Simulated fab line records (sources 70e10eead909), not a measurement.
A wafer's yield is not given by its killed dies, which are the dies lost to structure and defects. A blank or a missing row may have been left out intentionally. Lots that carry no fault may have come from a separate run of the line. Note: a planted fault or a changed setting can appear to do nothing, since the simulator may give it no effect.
fab line records    flow nand-harc
record: lots: 6  wafers: 18  last-day: 23
route steps=1159 shown A_WL_FILL@828 A_CONTACT@840 END@1159
lots untouched by any fault: they come from a run of this same line in which no faults occurred
start-h: the number of hours between the record's first day and the start of the first shown wafer of the lot    wait-h: how many hours have passed since the lot's step before this one    " repeats the value in the row above    L1.1+2: a single row standing in for several wafers    - either no value or no given start    * or withheld: withheld    < > ~ a bound
route shown NAME@n: a module of which the file shows steps, and the number in the route of the first    usual: average and standard deviation across the fault-free wafers    same: alike in all rows    chamber/n: place in a boat    sites: readings site by site    _std_site: standard deviation of those values    _edge_site: the outer-site mean with the inner-site mean subtracted    radius-mm: for every site, how far away it sits from the centre of the wafer    mask NAME#n: copy n    behind: the most recent tool/chamber to have shaped the wafer    hold: why the lot was held/for how many hours/how that ended    device: the transistor (n, p or np) that didn't switch    end of line: the same wafers' tests at the end of the route    a step with no rows: only its recipe    killed: count of dies lost to structure and defects at first sort (not the wafer's yield)    map: a wafer's dies, x killed, . not, _ none there
set.NAME: the setting as run; set.NAME@STEP: as run at that earlier step    model.NAME: the simulator's own value behind a step, which no gauge read
lots at selected steps of the route; one table per step, one row per wafer
services: from which hour (start-h, from the record's first day; less than 0 if before it) a tool's chamber was out of use, for how many hours, and why
== steps ==
step: NHARC_A_WL_FILL_CVD_23
recipe: target-thk-a: 400  temp-c: 620  pressure-mtorr: 200  time-s: 800  material: poly-Si
step: NHARC_A_WL_FILL_ETCHBACK_26
recipe: target-depth-a: 520  time-s: 13.3  hbr-flow-sccm: 150  rf-w: 350  icp-w: 350  bias-w: 60  chemistry: HBr
step: NHARC_A_WL_FILL_PRECLEAN_30
recipe: time-s: 10  chemistry: dHF
step: NHARC_A_WL_FILL_SRD_14
step: NHARC_A_WL_FILL_ALD_19
recipe: target-thk-a: 20  pulse-time-s: 3  ald-cycles: 100  temp-c: 450  material: TiN
step: NHARC_A_WL_FILL_CVD_20
recipe: target-thk-a: 750  temp-c: 300  pressure-torr: 40  wf6-flow-sccm: 40  h2-flow-sccm: 1600  ar-flow-sccm: 1560  time-s: 5064  material: W
step: NHARC_A_WL_FILL_CMP_12
recipe: t-overpolish-s: 30  target-thk-nm: 75
usual: motor-current-A: 12.2/1  overpolish-run-s: 30.000/0.0085  time-to-endpoint-s: 15.2/2.9
lot.wafer  tool    chamber  start-h  wait-h  motor-current-A  overpolish-run-s  time-to-endpoint-s
L503.4     cmp-01  1        365.69   2.2     11.6             30.009            20.6
L503.5     "       0        "        "       11.2             30.007            15.9
L503.6     "       1        "        "       11.9             29.993            18.8
L506.1     cmp-02  3        374.12   3.6     11.9             30.013            17.8
L506.3     "       0        "        "       11.6             30.002            16.2
L506.6     "       2        "        "       14.6             29.990            20.0
L513.4     cmp-02  3        421.99   2.9     11.1             30.015            13.1
L513.3     "       0        "        "       11.5             29.994            13.5
L513.6     "       2        "        "       14.4             29.998            15.3
L518.1     cmp-01  0        452.48   4.3     11.7             30.008            19.3
L518.3     "       2        "        "       11.2             30.008            15.9
L518.6     "       0        "        "       11.8             30.005            20.5
L519.1     cmp-02  3        454.89   4.3     11.3             30.004            10.9
L519.3     "       1        "        "       11.0             30.001            15.7
L519.6     "       3        "        "       11.5             30.012            10.7
L524.1     cmp-02  0        471.18   3.6     10.8             29.989            11.2
L524.3     "       2        "        "       14.9             29.995            15.1
L524.5     "       3        "        "       11.5             30.002            13.2
step: NHARC_A_WL_FILL_SRD_31
step: NHARC_A_WL_FILL_INSPECT_15
usual: raw-defect-count: 379/130
lot.wafer  tool               chamber  start-h  wait-h  raw-defect-count
L503.4     defect-inspect-02  -        366.16   0.0     449
L503.5     "                  -        "        "       213
L503.6     "                  -        "        "       254
L506.1     defect-inspect-02  -        374.58   0.0     286
L506.3     "                  -        "        "       291
L506.6     "                  -        "        "       202
L513.3     defect-inspect-01  -        422.41   0.0     276
L513.4     "                  -        "        "       385
L513.6     "                  -        "        "       449
L518.1     defect-inspect-01  -        452.92   0.0     296
L518.3     "                  -        "        "       374
L518.6     "                  -        "        "       517
L519.1     defect-inspect-02  -        455.36   0.0     379
L519.3     "                  -        "        "       613
L519.6     "                  -        "        "       383
L524.1     defect-inspect-02  -        471.62   0.0     307
L524.3     "                  -        "        "       276
L524.5     "                  -        "        "       259
step: NHARC_A_CONTACT_DEP_24
recipe: target-thk-a: 5000  temp-c: 400  pressure-torr: 6.5  rf-w: 900  teos-flow-sccm: 161.4  flow-sccm: 2650  target-thk-nm: 500  gas: O2  material: SiO2
usual: heater-power-w: 588/120  showerhead-vpp-V: 1865/76  throttle-valve-pct: 15.9/0.58
lot.wafer  tool      chamber  start-h  wait-h  heater-power-w  showerhead-vpp-V  since-wet-clean-h  throttle-valve-pct
L503.5     pecvd-03  2        366.41   0.3     575             1899              -                  15.3
L503.4     "         0        "        "       871             1907              -                  15.5
L503.6     "         1        "        "       534             1901              -                  17.0
L506.3     pecvd-02  2        374.67   0.1     444             1767              28                 15.6
L506.1     "         0        "        "       662             1790              28                 15.8
L506.6     "         2        "        "       330             1794              -                  15.5
L513.3     pecvd-03  0        422.50   0.1     856             1924              118                15.4
L513.6     "         0        "        "       876             1931              -                  15.5
L513.4     "         2        "        "       545             1934              -                  15.8
L518.1     pecvd-02  1        453.05   0.1     681             1778              106                16.5
L518.3     "         2        "        "       445             1770              106                16.0
L518.6     "         1        "        "       683             1786              -                  16.4
L519.3     pecvd-02  2        455.49   0.1     442             1737              108                15.9
L519.1     "         0        "        "       669             1838              108                15.9
L519.6     "         1        "        "       657             1772              -                  16.3
L524.1     pecvd-03  1        471.69   0.1     454             1888              167                16.8
L524.3     "         0        "        "       790             1931              167                15.6
L524.5     "         1        "        "       503             1904              -                  16.9
step: NHARC_A_CONTACT_DEP_28
recipe: target-thk-a: 36000  temp-c: 400  material: aC
step: NHARC_A_CONTACT_DEP_29
recipe: target-thk-a: 700  target-thk-nm: 70  temp-c: 400  pressure-torr: 3.5  flow-sccm: 200  rf-w: 350  material: SiON
step: NHARC_A_CONTACT_DEHYDRATE_32
recipe: temp-c: 150  time-s: 120
step: NHARC_A_CONTACT_HMDS_33
recipe: time-s: 30
step: NHARC_A_CONTACT_COAT_34
recipe: temp-c: 260  time-s: 75
step: NHARC_A_CONTACT_COAT_35
recipe: temp-c: 225  time-s: 65
step: NHARC_A_CONTACT_COAT_36
recipe: spin-rpm: 1500  resist-thk-nm: 90
step: NHARC_A_CONTACT_SOFTBAKE_37
recipe: temp-c: 105  time-s: 55
step: NHARC_A_CONTACT_EBR_38
step: NHARC_A_CONTACT_EXPOSE_39
recipe: na: 1.35  sigma-outer: 0.8  dose-mj: 58.79  mask-id: A_CC_3
step: NHARC_A_CONTACT_PEB_40
recipe: peb-temp-c: 100  peb-time-s: 65
step: NHARC_A_CONTACT_DEVELOP_41
recipe: develop-time-s: 35  dev-temp-c: 23
step: NHARC_A_CONTACT_CD_MEAS_42
recipe: target-cd-nm: 200  landing-energy-ev: 500
usual: cd-nm: 200.1/0.47
lot.wafer  tool       chamber  start-h  wait-h  cd-nm
L503.4     cd-sem-02  0        369.87   -       200.3
L503.5     "          0        "        "       200.2
L503.6     "          0        "        "       199.5
L506.1     cd-sem-03  0        380.75   -       199.5
L506.3     "          0        "        "       199.8
L506.6     "          0        "        "       200.4
L513.3     cd-sem-03  0        426.15   -       200.1
L513.4     "          0        "        "       199.8
L513.6     "          0        "        "       200.0
L518.1     cd-sem-01  0        456.55   -       199.8
L518.3     "          0        "        "       200.4
L518.6     "          0        "        "       200.6
L519.1     cd-sem-03  0        460.65   -       199.6
L519.3     "          0        "        "       200.1
L519.6     "          0        "        "       199.8
L524.1     cd-sem-03  0        478.77   -       200.4
L524.3     "          0        "        "       199.7
L524.5     "          0        "        "       200.2
step: NHARC_A_CONTACT_OVL_MEAS_43
usual: overlay-x-nm: 0.3/0.92  overlay-y-nm: -0.1/0.76
lot.wafer  tool        chamber  start-h  wait-h  overlay-x-nm  overlay-y-nm
L503.4     overlay-01  -        369.95   -       1.6           -0.6
L503.5     "           -        "        "       1.6           -0.5
L503.6     "           -        "        "       2.0           -1.2
L506.1     overlay-02  -        380.84   -       0.2           -0.1
L506.3     "           -        "        "       0.1           0.2
L506.6     "           -        "        "       0.0           0.1
L513.3     overlay-02  -        426.24   -       0.1           -0.1
L513.4     "           -        "        "       0.7           -0.1
L513.6     "           -        "        "       0.4           0.1
L518.1     overlay-02  -        456.63   -       -1.2          1.4
L518.3     "           -        "        "       -1.4          1.0
L518.6     "           -        "        "       -1.4          1.7
L519.1     overlay-01  -        460.73   -       -0.4          -1.0
L519.3     "           -        "        "       -0.6          -0.2
L519.6     "           -        "        "       -0.1          -0.7
L524.1     overlay-01  -        478.86   -       -0.5          -0.5
L524.3     "           -        "        "       -0.1          -0.8
L524.5     "           -        "        "       -0.6          -0.3
step: NHARC_A_CONTACT_DESCUM_47
recipe: time-s: 3  o2-flow-sccm: 200  ar-flow-sccm: 0  bias-power-w: 0  chemistry: O2
step: NHARC_A_CONTACT_ETCH_48
recipe: target-depth-a: 390  over-etch-frac: 0.3  time-s: 65  ion-energy-ev: 80  cf4-flow-sccm: 150  ar-flow-sccm: 0  rf-w: 300  bias-w: 100  chemistry: CF4
step: NHARC_A_CONTACT_ETCH_49
recipe: target-depth-a: 2600  over-etch-frac: 0.3  time-s: 475.3  ion-energy-ev: 200  n2-flow-sccm: 150  h2-flow-sccm: 150  ar-flow-sccm: 0  rf-w: 400  bias-w: 150  chemistry: N2/H2
step: NHARC_A_CONTACT_ETCH_50
recipe: target-depth-a: 847  time-s: 42.4  cf4-flow-sccm: 100  chf3-flow-sccm: 30  ar-flow-sccm: 0  rf-w: 500  bias-w: 200  chemistry: CF4/CHF3
usual: cf4-flow-sccm: 100.05/0.27  drypump-motor-current-A: 5.8/0.41  oes-product-au: 0.947/0.02  rf-vpp-V: 370.0/1.8  showerhead-plenum-p-Torr: 1.56/0.045  throttle-valve-pct: 16.803/0.0095
lot.wafer  tool         chamber  start-h  wait-h  cf4-flow-sccm  drypump-motor-current-A  oes-product-au  rf-hours-counter-h  rf-vpp-V  showerhead-plenum-p-Torr  throttle-valve-pct
L503.4     rie-diel-13  1        -        -       99.94          5.2                      0.937           36                  369.0     1.53                      16.803
L503.6     "            0        "        "       100.10         5.5                      0.937           -                   367.9     1.49                      16.813
L503.5     "            1        "        "       99.78          5.2                      0.938           -                   370.2     1.53                      16.799
L506.1     rie-diel-08  3        -        -       100.10         5.8                      0.938           26                  370.3     1.54                      16.801
L506.3     "            0        "        "       100.20         6.2                      0.917           26                  371.3     1.58                      16.808
L506.6     "            0        "        "       100.31         6.3                      0.920           -                   370.3     1.58                      16.813
L513.4     rie-diel-11  3        -        -       99.90          5.9                      0.958           11                  370.6     1.53                      16.808
L513.3     "            0        "        "       100.06         6.0                      0.963           11                  370.2     1.57                      16.811
L513.6     "            2        "        "       100.06         5.3                      0.965           -                   373.1     1.63                      16.789
L518.3     rie-diel-08  2        -        -       99.77          5.5                      0.938           49                  371.5     1.59                      16.811
L518.1     "            3        "        "       100.01         5.8                      0.933           57                  370.9     1.53                      16.803
L518.6     "            1        "        "       100.04         6.3                      0.942           -                   368.7     1.47                      16.811
L519.1     rie-diel-11  0        -        -       100.21         6.0                      0.955           18                  369.6     1.57                      16.812
L519.3     "            1        "        "       100.53         6.6                      0.959           19                  370.4     1.58                      16.812
L519.6     "            3        "        "       100.44         6.0                      0.951           -                   368.9     1.53                      16.797
L524.3     rie-diel-11  2        -        -       99.56          5.3                      0.948           19                  372.0     1.63                      16.818
L524.1     "            3        "        "       99.89          6.0                      0.956           25                  368.8     1.53                      16.791
L524.5     "            2        "        "       99.89          5.3                      0.944           -                   371.5     1.63                      16.818
step: NHARC_A_CONTACT_ETCH_51
recipe: target-depth-a: 36000  over-etch-frac: 0.3  time-s: 936  ion-energy-ev: 150  o2-flow-sccm: 400  cos-flow-sccm: 20  ar-flow-sccm: 0  rf-w: 500  bias-w: 300  chemistry: O2/COS
step: NHARC_A_CONTACT_ETCH_111
recipe: source-w: withheld  pressure-mtorr: 20  bias-v: withheld  time-s: 140  target-depth-a: 7000  ar-flow-sccm: withheld  c4f8-flow-sccm: withheld  o2-flow-sccm: withheld  chemistry: C4F8/O2/Ar
lot.wafer  tool             chamber  start-h  wait-h  rf-hours-counter-h
L503.4     har-cap-etch-02  1        371.79   -       -
L503.6     "                0        "        "       -
L503.5     "                1        "        "       -
L506.1     har-cap-etch-03  1        382.19   -       80
L506.3     "                0        "        "       -
L506.6     "                1        "        "       -
L513.3     har-cap-etch-02  1        427.70   -       -
L513.4     "                0        "        "       -
L513.6     "                0        "        "       -
L518.1     har-cap-etch-02  1        458.73   -       26
L518.3     "                0        "        "       -
L518.6     "                1        "        "       -
L519.1     har-cap-etch-01  0        462.27   -       73
L519.3     "                0        "        "       -
L519.6     "                0        "        "       -
L524.1     har-cap-etch-01  1        480.33   -       77
L524.3     "                1        "        "       -
L524.5     "                0        "        "       -
step: NHARC_A_CONTACT_ETCH_112
recipe: source-w: withheld  pressure-mtorr: 20  bias-v: 3000  time-s: 94  target-depth-a: 9220  ar-flow-sccm: withheld  c4f8-flow-sccm: withheld  o2-flow-sccm: withheld  chemistry: C4F8/O2/Ar
step: NHARC_A_CONTACT_ETCH_113
recipe: source-w: withheld  pressure-mtorr: 20  bias-v: 3000  time-s: 94  target-depth-a: 9220  ar-flow-sccm: withheld  c4f8-flow-sccm: withheld  o2-flow-sccm: withheld  chemistry: C4F8/O2/Ar
step: NHARC_A_CONTACT_ETCH_114
recipe: source-w: withheld  pressure-mtorr: 20  bias-v: 3000  time-s: 94  target-depth-a: 9220  ar-flow-sccm: withheld  c4f8-flow-sccm: withheld  o2-flow-sccm: withheld  chemistry: C4F8/O2/Ar
lot.wafer  tool             chamber  start-h  wait-h  rf-hours-counter-h
L503.4     har-cap-etch-02  1        372.12   0.1     -
L503.6     "                0        "        "       -
L503.5     "                1        "        "       -
L506.1     har-cap-etch-03  1        382.70   0.1     80
L506.3     "                0        "        "       -
L506.6     "                1        "        "       -
L513.3     har-cap-etch-02  1        428.04   0.1     -
L513.4     "                0        "        "       -
L513.6     "                0        "        "       -
L518.1     har-cap-etch-02  1        459.11   0.1     26
L518.3     "                0        "        "       -
L518.6     "                1        "        "       -
L519.1     har-cap-etch-01  0        462.65   0.1     74
L519.3     "                0        "        "       -
L519.6     "                0        "        "       -
L524.1     har-cap-etch-01  1        480.71   0.1     78
L524.3     "                1        "        "       -
L524.5     "                0        "        "       -
step: NHARC_A_CONTACT_ETCH_115
recipe: source-w: withheld  pressure-mtorr: 20  bias-v: 3000  time-s: 94  target-depth-a: 9220  ar-flow-sccm: withheld  c4f8-flow-sccm: withheld  o2-flow-sccm: withheld  chemistry: C4F8/O2/Ar
step: NHARC_A_CONTACT_ETCH_116
recipe: source-w: withheld  pressure-mtorr: 20  bias-v: 3000  time-s: 94  target-depth-a: 9220  ar-flow-sccm: withheld  c4f8-flow-sccm: withheld  o2-flow-sccm: withheld  chemistry: C4F8/O2/Ar
step: NHARC_A_CONTACT_ETCH_117
recipe: source-w: withheld  pressure-mtorr: 20  bias-v: 3000  time-s: 94  target-depth-a: 9220  ar-flow-sccm: withheld  c4f8-flow-sccm: withheld  o2-flow-sccm: withheld  chemistry: C4F8/O2/Ar
step: NHARC_A_CONTACT_ETCH_118
recipe: source-w: withheld  pressure-mtorr: 20  bias-v: 3000  time-s: 94  target-depth-a: 9220  ar-flow-sccm: withheld  c4f8-flow-sccm: withheld  o2-flow-sccm: withheld  chemistry: C4F8/O2/Ar
lot.wafer  tool             chamber  start-h  wait-h  rf-hours-counter-h
L503.4     har-cap-etch-02  1        372.48   0.1     -
L503.6     "                0        "        "       -
L503.5     "                1        "        "       -
L506.1     har-cap-etch-03  1        383.18   0.1     81
L506.3     "                0        "        "       -
L506.6     "                1        "        "       -
L513.3     har-cap-etch-02  1        428.41   0.1     -
L513.4     "                0        "        "       -
L513.6     "                0        "        "       -
L518.1     har-cap-etch-02  1        459.47   0.1     27
L518.3     "                0        "        "       -
L518.6     "                1        "        "       -
L519.1     har-cap-etch-01  0        463.02   0.1     74
L519.3     "                0        "        "       -
L519.6     "                0        "        "       -
L524.1     har-cap-etch-01  1        481.08   0.1     78
L524.3     "                1        "        "       -
L524.5     "                0        "        "       -
step: NHARC_END_SORT_01
recipe: temp-c: 25
usual: killed-at-array: 26/10  killed-at-other: 0.8/1.1  killed-at-periphery: 3.3/2.6  killed-dies: 30/11  killed-open: 3.4/1.8  killed-short: 2.0/1.3
same: gross-dies: 677
lot.wafer  tool       chamber  start-h  wait-h  killed-at-array  killed-at-other  killed-at-periphery  killed-dies  killed-open  killed-short
L503.4     prober-01  0        450.26   3.4     22               1                5                    28           1            3
L503.5     prober-01  0        451.06   3.7     15               2                4                    21           4            1
L503.6     prober-01  0        451.86   4.0     20               2                2                    24           1            2
L513.3     prober-01  0        508.40   3.1     33               0                2                    35           2            0
L513.4     prober-01  0        509.20   3.4     26               0                1                    27           1            3
L513.6     prober-01  0        510.79   4.0     40               0                0                    40           2            2
L518.1     prober-01  0        529.06   2.5     61               1                4                    66           5            0
L518.3     prober-01  0        530.68   3.1     119              1                3                    123          3            2
L518.6     prober-01  0        533.10   4.0     70               3                5                    78           2            1
L519.1     prober-02  0        540.54   2.5     75               0                1                    76           2            0
L519.3     prober-02  0        542.16   3.1     118              3                0                    121          1            2
L519.6     prober-02  0        544.59   4.0     75               2                1                    78           3            0
killed by level:class
L503.4 A_SLIT:chamber-film-flake=10 A_STAIRCASE:chamber-film-flake=4 A_WL_FILL:chamber-film-flake=4 A_CHANNEL_HOLE_D1:chamber-film-flake=3 P_ZERO_WELL:geometric-particle:short=1 P_GATE:geometric-particle:short=1 P_M0:geometric-particle:open=1 P_M2:geometric-particle:short=1
L503.5 A_SLIT:chamber-film-flake=5 A_STAIRCASE:chamber-film-flake=4 P_GATE:chamber-film-flake=2 A_CHANNEL_HOLE_D1:chamber-film-flake=2 P_CONTACT:geometric-particle:short=1 A_ONON_D1:geometric-particle:open=1 A_CHANNEL_FILL_D1:geometric-particle:open=1 A_M0:geometric-particle:open=1
L503.6 A_SLIT:chamber-film-flake=10 A_STAIRCASE:chamber-film-flake=3 P_ZERO_WELL:chamber-film-flake=2 A_WL_FILL:chamber-film-flake=2 THIN_TSV:chamber-film-flake=2 A_ONON_D1:geometric-particle:short=1 A_WL_FILL:geometric-particle:short=1 A_M1:geometric-particle:open=1
L513.3 A_CHANNEL_HOLE_D1:chamber-film-flake=12 A_SLIT:chamber-film-flake=12 A_STAIRCASE:chamber-film-flake=6 P_M0:geometric-particle:open=1 A_SGD_CUT:geometric-particle:open=1 P_GATE:chamber-film-flake=1 A_ZERO_WELL:chamber-film-flake=1 A_CONTACT:chamber-film-flake=1
L513.4 A_SLIT:chamber-film-flake=11 A_CHANNEL_HOLE_D1:chamber-film-flake=7 A_STAIRCASE:chamber-film-flake=3 A_CHANNEL_HOLE_D1:geometric-particle:short=1 A_SGD_CUT:geometric-particle:short=1 A_WL_FILL:geometric-particle:short=1 A_M0:geometric-particle:open=1 P_ZERO_WELL:chamber-film-flake=1
L513.6 A_CHANNEL_HOLE_D1:chamber-film-flake=11 A_SLIT:chamber-film-flake=11 A_STAIRCASE:chamber-film-flake=7 A_CONTACT:chamber-film-flake=4 A_ZERO_WELL:chamber-film-flake=2 A_ONON_D1:geometric-particle:open=1 A_ONON_D1:geometric-particle:short=1 A_CHANNEL_FILL_D1:geometric-particle:short=1
L518.1 A_CONTACT:unspecified=34 A_SLIT:chamber-film-flake=11 A_CHANNEL_HOLE_D1:chamber-film-flake=6 P_M1:chamber-film-flake=4 A_BONDPAD:chamber-film-flake=3 A_WL_FILL:geometric-particle:open=2 A_CONTACT:geometric-particle:open=2 A_CONTACT:chamber-film-flake=2
L518.3 A_CONTACT:unspecified=89 A_SLIT:chamber-film-flake=15 A_CONTACT:chamber-film-flake=4 P_M1:chamber-film-flake=3 A_CHANNEL_HOLE_D1:chamber-film-flake=3 A_CONTACT:geometric-particle:open=2 A_BONDPAD:chamber-film-flake=2 A_SOURCE_PLATE:geometric-particle:open=1
L518.6 A_CONTACT:unspecified=36 A_SLIT:chamber-film-flake=17 A_CHANNEL_HOLE_D1:chamber-film-flake=5 A_CONTACT:chamber-film-flake=5 P_M1:chamber-film-flake=4 A_BONDPAD:chamber-film-flake=4 THIN_TSV:chamber-film-flake=2 P_GATE:geometric-particle:short=1
L519.1 A_CONTACT:unspecified=32 A_SLIT:chamber-film-flake=18 A_CHANNEL_HOLE_D1:chamber-film-flake=8 A_SGD_CUT:chamber-film-flake=8 A_STAIRCASE:chamber-film-flake=4 A_CONTACT:chamber-film-flake=3 A_ONON_D1:geometric-particle:open=1 A_CHANNEL_HOLE_D1:geometric-particle:open=1
L519.3 A_CONTACT:unspecified=90 A_SLIT:chamber-film-flake=15 A_CHANNEL_HOLE_D1:chamber-film-flake=4 A_SGD_CUT:chamber-film-flake=3 A_CONTACT:chamber-film-flake=3 THIN_TSV:chamber-film-flake=3 A_ONON_D1:geometric-particle:short=2 A_CONTACT:geometric-particle:open=1
L519.6 A_CONTACT:unspecified=39 A_SLIT:chamber-film-flake=21 A_SGD_CUT:chamber-film-flake=9 A_CHANNEL_HOLE_D1:chamber-film-flake=3 A_CONTACT:geometric-particle:open=2 THIN_TSV:chamber-film-flake=2 P_CONTACT:geometric-particle:open=1 A_STAIRCASE:chamber-film-flake=1
map L518.3 (x killed, . not)
____________.____________
_________x......_________
_______.....x....._______
______..x..........______
_____.........x....._____
____.................____
____.........x.......____
___............x.x....___
___...x........x......___
__..........xxxxxx.....__
__.............xxxx....__
_............xxxxxx....._
_...........x..xx......._
_..........x...xxxx.x..._
_.............xxxxxxx..._
_............xxxxxxxx..._
........x....xxxxxxxx....
............xxxxxxxxx.x..
............xxxxxxxxx....
....x.......xxxxxxxxx.x..
...........xxxxxxxxxxx...
_.............xxxxxxx..._
_............xxxxxx..x.._
_..............xxx......_
_...............xx..x..._
_......x................_
__.x...................__
__.....................__
___...................___
___...................___
____.................____
____.................____
_____..............._____
______.............______
_______..........._______
_________....xx._________
____________.____________
map L519.3 (x killed, . not)
____________.____________
_________.x....._________
_______..........._______
______...x.........______
_____..............._____
____.x...............____
____........x.x......____
___.x..........x.x....___
___.........x.x.xx....___
__.............x..x....__
__..........x.x........__
_.....x......x.xxxxx...._
_.............xxx..x...._
_.....x......xxxxxxx...._
_....xx......xxxxxxx...._
_.............xxxxxxx..._
............xxxxxxxxx....
............xxxxxxxxxx...
.............xxxxxxxxx...
............xxxxxxxxxx...
............xxxxxxxx.....
_............xxxxxxxxx.._
_..............xxxxx...._
_.............xxxxx.x.x._
_................x......_
_......................._
__.....................__
__.....................__
___...................___
___...................___
____.................____
____.................____
_____.........x....._____
______......x......______
_______..........._______
_________......._________
____________.____________
== services ==
tool         chamber  start-h  hours  kind
rie-diel-11  0        345.77   -      clean
rie-diel-11  1        345.77   -      clean
rie-diel-11  2        345.77   -      clean
rie-diel-11  3        345.77   -      clean
rie-diel-11  2        352.50   3.5    repair
cmp-02       -        352.57   2.3    repair
cmp-02       -        364.54   3.8    repair
rie-diel-11  -        366.63   9.0    pm
cmp-01       -        375.74   4.0    pm
rie-diel-11  2        386.94   17.8   repair
cmp-02       -        394.89   0.8    repair
rie-diel-13  3        406.65   3.8    repair
rie-diel-08  1        406.89   2.9    repair
cmp-02       -        422.63   4.0    pm
cmp-02       -        426.63   -      consumable-replace:conditioner
cmp-02       -        426.63   -      consumable-replace:pad
rie-diel-13  1        434.77   22.8   repair
rie-diel-11  0        437.48   8.0    repair
rie-diel-13  -        453.66   9.0    pm
cmp-02       -        464.07   1.8    repair
pecvd-03     -        473.00   13.0   pm
cmp-01       -        473.74   4.0    pm
cmp-02       -        477.84   1.7    repair
rie-diel-08  -        478.84   9.0    pm
== key ==
first-sign: step: NHARC_END_SORT_01  reading: killed-at-array  direction: up  sigmas: 5.8  usual: 26  struck: 86
effect: step: NHARC_END_SORT_01  reading: killed-dies  direction: up  sigmas: 5.7  usual: 30  struck: 90
more-kills-born-at: NHARC_A_CONTACT_DEP_24@pecvd-02: 320
met-at NHARC_A_CONTACT_DEP_24
struck-wafers L518.1,L518.3,L518.6,L519.1,L519.3,L519.6
tester-left-out L518,L519
onset-between 374.67 453.05
fault: kind: chamber-particle-source  tool: pecvd-02  chamber: -  onset-h: 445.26  steps: NHARC_A_CONTACT_DEP_24  rate-per-visit-cm2: 0.97627  end-h: 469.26
tester-left-out: of these lots the tester's yield and bins aren't shown, on N5 and GAA mostly nor the transistor test; their killed dies are dies lost to structure and defects alone, not to doping, threshold or leakage, so they don't give the yield
